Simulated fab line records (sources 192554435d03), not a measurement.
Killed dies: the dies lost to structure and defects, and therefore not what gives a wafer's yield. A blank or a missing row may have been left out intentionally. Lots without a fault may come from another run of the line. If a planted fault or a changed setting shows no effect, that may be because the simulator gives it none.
fab line records	flow n5Finfet
record lots=7	wafers=21
route steps=1938 shown BEOL_M15@1800 PASSIVATION@1930
startH: the number of hours between the record's first day and the start of the first shown wafer of the lot	waitH: hours elapsed since this lot's preceding step	" the same as in the row above	L1.1+2: a single row standing in for several wafers	- no value, or no start given	* or withheld: withheld	< > ~ a bound
route shown NAME@n: NAME is a module with steps in the file, n the number in the route of the first one	usual: average and standard deviation across the fault-free wafers	same: alike in all rows	chamber/n: place in a boat	sites: per-site readings	_std_site: standard deviation of those values	_edge_site: mean of outer sites minus mean of inner sites	radiusMm: how far each site lies from the wafer's centre	mask NAME#n: copy n	behind: the last tool/chamber to shape the wafer	hold: what put the lot on hold/how long, in hours/how the hold closed	device: the transistor (n, p or np) that didn't switch	end of line: the route-end tests of the same wafers	a step without rows: its recipe alone	killed: dies that structure and defects cost at the first sort, which is not the same as the wafer's yield	map: per-die view of a wafer (x killed, . not killed, _ where there is no die)
set.NAME: the setting as run; set.NAME@STEP: as run at that earlier step	model.NAME: the simulator's own value behind a step, which no gauge read
lots with deliberately changed settings; one table per step, one row per wafer
## steps
# step N5_BEOL_M15_EXPOSE_25
# recipe maskId=M15	na=0.8	sourceShape=annular	sigmaInner=0.5	sigmaOuter=0.8	polarization=unpolarized	targetCdNm=400	doseMj=35.5
lot.wafer	tool	chamber	startH	waitH	mask	set.doseMj
L074.1+3	krfScanner-02	0	288.51	-	M15#0	35.5
L074.4	"	0	"	"	M15#0	37.1
L077.1	krfScanner-01	0	311.86	-	M15#0	33.8
L077.4+5	"	0	"	"	M15#0	35.5
L079.2	krfScanner-01	0	315.00	-	M15#0	37.6
L079.3+6	"	0	"	"	M15#0	35.5
L076.1+2+5	krfScanner-01	0	319.65	-	M15#0	35.5
L084.1+4	krfScanner-02	0	350.88	-	M15#0	35.5
L084.3	"	0	"	"	M15#0	32.84
L090.1+2+6	krfScanner-02	0	426.64	-	M15#0	36.35
L091.1+6	krfScanner-01	0	435.07	-	M15#0	34.56
L091.3	"	0	"	"	M15#0	35.5
# step N5_BEOL_M15_PEB_26
# recipe pebTempC=130	pebTimeS=90
# step N5_BEOL_M15_DEVELOP_27
# recipe developTimeS=45	rinseLiquid=diw	dry=airSpin	devTempC=21
# step N5_BEOL_M15_HARDBAKE_32
# recipe tempC=130	timeS=120
# step N5_BEOL_M15_CD_MEAS_28
# recipe targetCdNm=407.6	landingEnergyEv=500	detector=seInlens
# usual cdNm=406.3/1.4
lot.wafer	tool	chamber	startH	waitH	set.doseMj@BEOL_M15_EXPOSE_25	cdNm
L074.1	cdSem-02	0	288.68	-	35.5	407.3
L074.3	"	0	"	"	35.5	407.2
L074.4	"	0	"	"	37.1	412.3
L077.1	cdSem-02	0	312.03	-	33.8	398.4
L077.4	"	0	"	"	35.5	406.7
L077.5	"	0	"	"	35.5	406.1
L079.2	cdSem-03	0	315.17	-	37.6	415.7
L079.3	"	0	"	"	35.5	405.4
L079.6	"	0	"	"	35.5	405.9
L076.1	cdSem-01	0	319.83	-	35.5	407.0
L076.2	"	0	"	"	35.5	405.3
L076.5	"	0	"	"	35.5	405.2
L084.1	cdSem-03	0	351.06	-	35.5	407.1
L084.3	"	0	"	"	32.84	394.9
L084.4	"	0	"	"	35.5	407.4
L090.1	cdSem-02	0	426.81	-	36.35	407.0
L090.2	"	0	"	"	36.35	407.6
L090.6	"	0	"	"	36.35	407.6
L091.1	cdSem-01	0	435.24	-	34.56	402.7
L091.3	"	0	"	"	35.5	408.4
L091.6	"	0	"	"	34.56	402.5
# step N5_BEOL_M15_DESCUM_33
# recipe chemistry=O2	timeS=7.9	sourcePowerW=50	biasPowerW=20	pressureMtorr=20	rfFrequencyHz=2.712e+07	tempC=40	o2FlowSccm=225
lot.wafer	tool	chamber	startH	waitH	set.doseMj@BEOL_M15_EXPOSE_25	model.BEOL_M15.cdNm
L074.1	rieDiel-04	3	288.77	0.0	35.5	407.6
L074.3	"	0	"	"	35.5	406.8
L074.4	"	1	"	"	37.1	412.2
L077.1	rieDiel-01	2	312.12	0.0	33.8	398.2
L077.4	"	1	"	"	35.5	406.6
L077.5	"	0	"	"	35.5	406
L079.2	rieDiel-01	0	315.26	0.0	37.6	415.6
L079.3	"	1	"	"	35.5	405.8
L079.6	"	0	"	"	35.5	406
L076.1	rieDiel-02	2	319.92	0.0	35.5	407.2
L076.2	"	0	"	"	35.5	404.8
L076.5	"	0	"	"	35.5	405.2
L084.1	rieDiel-04	3	351.49	0.4	35.5	407
L084.3	"	2	"	"	32.84	395.4
L084.4	"	0	"	"	35.5	407.6
L090.1	rieDiel-02	2	427.19	0.3	36.35	407.4
L090.2	"	0	"	"	36.35	407.2
L090.6	"	0	"	"	36.35	407
L091.1+6	rieDiel-04	2,1	435.33	0.0	34.56	402.8
L091.3	"	1	"	"	35.5	408
# step N5_BEOL_M15_ETCH_61
# recipe chemistry=N2/H2	target=BARC	targetDepthA=890	overetchA=267	timeS=67.9	ionEnergyEv=200	pressureMtorr=30	sourceW=840	biasW=150	n2FlowSccm=200	h2FlowSccm=200
# usual rfVppV=525.5/2
lot.wafer	tool	chamber	startH	waitH	set.biasW	set.doseMj@BEOL_M15_EXPOSE_25	rfVppV	model.BEOL_M15.cdNm
L074.1	rieDiel-04	3	288.81	0.0	173.1	35.5	574.4	400.2
L074.3	"	0	"	"	173.1	35.5	574.8	398.6
L074.4	"	1	"	"	150	37.1	529.9	405
L077.1	rieDiel-01	2	312.16	0.0	150	33.8	523.3	391
L077.4	"	1	"	"	175.6	35.5	580.3	398.8
L077.5	"	0	"	"	150	35.5	524.4	398.2
L079.2	rieDiel-01	0	315.29	0.0	161.3	37.6	550.9	407.8
L079.3	"	1	"	"	161.3	35.5	551.2	398.2
L079.6	"	0	"	"	161.3	35.5	551.7	398.6
L076.1	rieDiel-02	2	319.96	0.0	150	35.5	526.7	400
L076.2	"	0	"	"	150	35.5	526.4	397.2
L076.5	"	0	"	"	150	35.5	525.3	397.8
L084.1	rieDiel-04	3	351.53	0.0	150	35.5	523.2	399.4
L084.3	"	2	"	"	141	32.84	502.4	388.6
L084.4	"	0	"	"	141	35.5	504.9	400
L090.1	rieDiel-02	2	427.23	0.0	157.6	36.35	543.3	400.6
L090.2	"	0	"	"	157.6	36.35	542.3	399.6
L090.6	"	0	"	"	150	36.35	525.7	399.2
L091.1	rieDiel-04	2	435.37	0.0	150	34.56	523.1	394.6
L091.3	"	1	"	"	164.9	35.5	561.7	400.2
L091.6	"	1	"	"	164.9	34.56	560.3	395.4
# step N5_BEOL_M15_TRENCH_ETCH_34
# recipe chemistry=C4F8/O2/Ar	target=SiO2	targetDepthA=8729.3	heInnerTorr=15	heOuterTorr=30	timeS=199	ionEnergyEv=800	pressureMtorr=20	sourceW=1905	biasW=2040	Ar_flow_sccm=400	C4F8_flow_sccm=16	O2_flow_sccm=12
lot.wafer	tool	chamber	startH	waitH	set.timeS	model.etch.depthNm	model.coat_of_BEOL_M15_COAT_22.thkNm
L074.1	rieDiel-04	3	288.86	0.0	199	860.6	539.2
L074.3	"	0	"	"	199	866.6	542.6
L074.4	"	1	"	"	199	874.8	539.4
L077.1	rieDiel-01	2	312.21	0.0	199	869	538.2
L077.4	"	1	"	"	199	874.8	539.2
L077.5	"	0	"	"	199	861.4	542.4
L079.2	rieDiel-01	0	315.34	0.0	239.5	1050	506.6
L079.3	"	1	"	"	199	872	542.4
L079.6	"	0	"	"	239.5	1044	509.6
L076.1	rieDiel-02	2	320.01	0.0	199	887	541.2
L076.2	"	0	"	"	199	858.6	546.8
L076.5	"	0	"	"	199	861.2	546
L084.1	rieDiel-04	3	351.58	0.0	161.5	711.9	569.8
L084.3	"	2	"	"	199	857.7	548.6
L084.4	"	0	"	"	199	880.7	539.8
L090.1	rieDiel-02	2	427.28	0.0	199	876.6	542
L090.2	"	0	"	"	199	881.5	537.8
L090.6	"	0	"	"	235	1040	508.4
L091.1	rieDiel-04	2	435.42	0.0	239	1037	519.2
L091.3	"	1	"	"	239	1052	508.8
L091.6	"	1	"	"	199	876.8	543.8
# step N5_BEOL_M15_STRIP_36
# recipe chemistry=O2	powerW=600	tempC=60	pressureMtorr=30	rfFrequencyHz=6e+07	biasPowerW=0	overashFraction=0.3	o2FlowSccm=225
# step N5_BEOL_M15_ECD_47
# recipe material=Cu	targetThkA=18600
# step N5_BEOL_M15_ANNEAL_48
# recipe tempC=225	timeS=90	ambient=N2
# step N5_BEOL_M15_CMP_49
# recipe stopOn=SiO2	tOverpolishS=4.9	downForcePsi=2	platenRpm=80	clearingPlatenDownForcePsi=2	clearingPlatenRpm=80	postCmpClean=cuAlkaline	targetThkNm=850	clearingPlatenPadVelocityMS=1.5917	padVelocityMS=1.5917
lot.wafer	tool	chamber	startH	waitH	set.timeS@BEOL_M15_TRENCH_ETCH_34	model.Cu_of_BEOL_M15_ECD_47.thkNm
L074.3	cmp-02	2	298.50	0.2	199	843.6
L074.4	"	0	"	"	199	852.2
L074.1	"	1	"	"	199	835.8
L077.4	cmp-02	2	316.70	0.1	199	851.6
L077.1	"	3	"	"	199	845.4
L077.5	"	3	"	"	199	838
L079.2	cmp-03	2	318.47	0.2	239.5	1028
L079.3	"	0	"	"	199	848.4
L079.6	"	2	"	"	239.5	1021
L076.2	cmp-03	3	325.55	0.2	199	836
L076.1	"	2	"	"	199	864.2
L076.5	"	3	"	"	199	838.6
L084.1	cmp-03	2	355.97	0.3	161.5	688.4
L084.3	"	3	"	"	199	833.4
L084.4	"	0	"	"	199	855.6
L090.2	cmp-02	3	432.86	0.2	199	856.8
L090.1	"	1	"	"	199	853
L090.6	"	3	"	"	235	1014
L091.1	cmp-03	3	440.55	0.3	239	1014
L091.3	"	1	"	"	239	1028
L091.6	"	2	"	"	199	853
# step N5_BEOL_M15_THK_MEAS_50
# recipe thkMeasGauge=xrf	reads=Cu_of_BEOL_M15_ECD_47
# usual M15_THK=860/13
lot.wafer	tool	chamber	startH	waitH	set.timeS@BEOL_M15_TRENCH_ETCH_34	M15_THK[nm]
L074.1	filmMetro-01	-	298.82	0.1	199	849
L074.3	"	-	"	"	199	859
L074.4	"	-	"	"	199	868
L077.1	filmMetro-02	-	317.00	-	199	855
L077.4	"	-	"	"	199	860
L077.5	"	-	"	"	199	851
L079.2	filmMetro-02	-	318.77	-	239.5	1053
L079.3	"	-	"	"	199	873
L079.6	"	-	"	"	239.5	1049
L076.1	filmMetro-01	-	325.85	-	199	879
L076.2	"	-	"	"	199	849
L076.5	"	-	"	"	199	850
L084.1	filmMetro-02	-	356.23	-	161.5	700
L084.3	"	-	"	"	199	850
L084.4	"	-	"	"	199	874
L090.1	filmMetro-01	-	433.16	-	199	871
L090.2	"	-	"	"	199	876
L090.6	"	-	"	"	235	1038
L091.1	filmMetro-01	-	440.81	-	239	1043
L091.3	"	-	"	"	239	1061
L091.6	"	-	"	"	199	875
# step N5_BEOL_M15_PRE_CLEAN_52
# recipe gas=NH3	timeS=15	tempC=withheld	rfPowerW=300
# step N5_BEOL_M15_DEP_53
# recipe material=SiCN	targetThkA=500	tempC=withheld	precursor=3MS/NH3	pressureTorr=3	rfW=675	timeS=17.8
# step N5_BEOL_M15_RS_MEAS_54
# recipe thkMeasGauge=four-point-probe	reads=Cu_of_BEOL_M15_ECD_47+Ta_of_BEOL_M15_SPUTTER_44+TaN_of_BEOL_M15_SPUTTER_43
# usual M15_RS=0.02167/0.00026
lot.wafer	tool	chamber	startH	waitH	set.timeS@BEOL_M15_TRENCH_ETCH_34	M15_RS[ohm/sq]
L074.1	filmMetro-02	-	298.94	0.0	199	0.02187
L074.3	"	-	"	"	199	0.02173
L074.4	"	-	"	"	199	0.02142
L077.1	filmMetro-02	-	317.13	0.0	199	0.02162
L077.4	"	-	"	"	199	0.02152
L077.5	"	-	"	"	199	0.02185
L079.2	filmMetro-01	-	318.90	0.1	239.5	0.01778
L079.3	"	-	"	"	199	0.02161
L079.6	"	-	"	"	239.5	0.01792
L076.1	filmMetro-02	-	325.98	0.0	199	0.02115
L076.2	"	-	"	"	199	0.02186
L076.5	"	-	"	"	199	0.02186
L084.1	filmMetro-02	-	356.36	0.0	161.5	0.02668
L084.3	"	-	"	"	199	0.02197
L084.4	"	-	"	"	199	0.02138
L090.1	filmMetro-01	-	433.29	0.0	199	0.02146
L090.2	"	-	"	"	199	0.02141
L090.6	"	-	"	"	235	0.01804
L091.1	filmMetro-01	-	440.96	0.1	239	0.01806
L091.3	"	-	"	"	239	0.01777
L091.6	"	-	"	"	199	0.02146
# step N5_PASSIVATION_ETCH_54
# recipe chemistry=CHF3/O2	target=SiO2	targetDepthA=8800	CHF3_flow_sccm=50	O2_flow_sccm=5	Ar_flow_sccm=200	timeS=440	maskMaterial=PR	pressureMtorr=30	sourceW=650	biasW=170	ionEnergyEv=200
# usual rfVppV=525/4.4
lot.wafer	tool	chamber	startH	waitH	set.sourceW	rfVppV	model.PASSIVATION.featureDepthNm
L074.1	rieDiel-03	1	312.54	0.1	650	529	872.8
L074.3	"	2	"	"	650	517	855
L074.4	"	0	"	"	650	524	851.6
L077.1	rieDiel-06	2	328.58	0.1	740.2	496	920.4
L077.4	"	1	"	"	740.2	493	919
L077.5	"	0	"	"	650	523	869
L079.2	rieDiel-06	2	331.85	0.1	650	529	881.4
L079.3	"	3	"	"	590.8	556	841.2
L079.6	"	0	"	"	650	523	868.2
L076.1	rieDiel-06	1	337.22	0.1	650	527	868.8
L076.2	"	3	"	"	650	528	869.8
L076.5	"	3	"	"	650	527	867
L084.1	rieDiel-05	1	366.34	0.1	650	529	892.2
L084.3	"	3	"	"	650	525	860.6
L084.4	"	3	"	"	650	525	866
L090.1	rieDiel-03	0	448.37	0.1	650	524	867.8
L090.2	"	3	"	"	650	525	877.6
L090.6	"	1	"	"	650	530	877.8
L091.1	rieDiel-06	0	457.60	0.1	650	531	879.2
L091.3	"	1	"	"	650	524	875.8
L091.6	"	0	"	"	589.1	558	854.2
## key
split step=N5_BEOL_M15_EXPOSE_25	setting=doseMj	stated=35.5	by=wafer
response step=N5_BEOL_M15_CD_MEAS_28	reading=cdNm	change=+1.62	per=1%	r=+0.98
response step=N5_BEOL_M15_DESCUM_33	reading=model.BEOL_M15.cdNm	change=+1.57	per=1%	r=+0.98
response step=N5_BEOL_M15_ETCH_61	reading=model.BEOL_M15.cdNm	change=+1.51	per=1%	r=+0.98
split step=N5_BEOL_M15_ETCH_61	setting=biasW	stated=150	by=wafer
response step=N5_BEOL_M15_ETCH_61	reading=rfVppV	change=+3.24	per=1%	r=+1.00
split step=N5_BEOL_M15_TRENCH_ETCH_34	setting=timeS	stated=199	by=wafer
response step=N5_BEOL_M15_TRENCH_ETCH_34	reading=model.etch.depthNm	change=+8.53	per=1%	r=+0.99
response step=N5_BEOL_M15_TRENCH_ETCH_34	reading=model.coat_of_BEOL_M15_COAT_22.thkNm	change=-1.57	per=1%	r=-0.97
response step=N5_BEOL_M15_CMP_49	reading=model.Cu_of_BEOL_M15_ECD_47.thkNm	change=+8.52	per=1%	r=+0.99
response step=N5_BEOL_M15_THK_MEAS_50	reading=M15_THK	change=+8.81	per=1%	r=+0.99
response step=N5_BEOL_M15_RS_MEAS_54	reading=M15_RS	change=-0.000202	per=1%	r=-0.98
split step=N5_PASSIVATION_ETCH_54	setting=sourceW	stated=650	by=wafer
response step=N5_PASSIVATION_ETCH_54	reading=rfVppV	change=-2.64	per=1%	r=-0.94
response step=N5_PASSIVATION_ETCH_54	reading=model.PASSIVATION.featureDepthNm	change=+3.38	per=1%	r=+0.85
